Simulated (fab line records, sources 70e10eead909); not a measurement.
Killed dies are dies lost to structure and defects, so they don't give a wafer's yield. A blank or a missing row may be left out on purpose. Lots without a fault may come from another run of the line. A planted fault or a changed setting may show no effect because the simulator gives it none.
Chamber matching | flow nand_harc | NHARC_A_STAIRCASE_STRIP_476 on rie_diel-02: 4 sister chambers
The step strips in O2, time 20 s. 4 wafers are shown with their chamber, then 10 later ones without.

WAFERS WITH THEIR CHAMBER
wafer  | chamber | showerhead_plenum_p_Torr (Torr)
L079.5 | 0       | 3.78
L087.2 | 3       | 3.37
L090.2 | 2       | 3.59
L090.3 | 1       | 3.33

WAFERS WITHOUT THEIR CHAMBER
wafer  | showerhead_plenum_p_Torr (Torr)
L090.6 | 3.59
L088.2 | 3.36
L088.3 | 3.77
L088.6 | 3.77
L091.3 | 3.59
L091.4 | 3.33
L091.6 | 3.77
L092.2 | 3.77
L092.4 | 3.36
L092.5 | 3.77

WHICH CHAMBER EACH WENT THROUGH
wafer  | from the rows above | in truth
L090.6 | 2                   | 2
L088.2 | 3                   | 3
L088.3 | 0                   | 0
L088.6 | 0                   | 0
L091.3 | 2                   | 2
L091.4 | 1                   | 1
L091.6 | 0                   | 0
L092.2 | 0                   | 0
L092.4 | 3                   | 3
L092.5 | 0                   | 0
Placed correctly: 10 of 10. Can't be placed from these rows: 0. Placed wrongly: 0.
How it was worked out, from the rows above alone: a wafer's distance from a chamber is the root of the sum, over the readings, of the square of ((its reading less the chamber's mean) divided by the reading's scatter). The wafer belongs to the nearest chamber; if the next one is less than 2 further off, it can't be placed. A chamber's mean is the mean of its shown wafers. The scatter: with one shown wafer a chamber, the root of the mean of the squares of how far each hidden wafer lies from its nearest shown one.
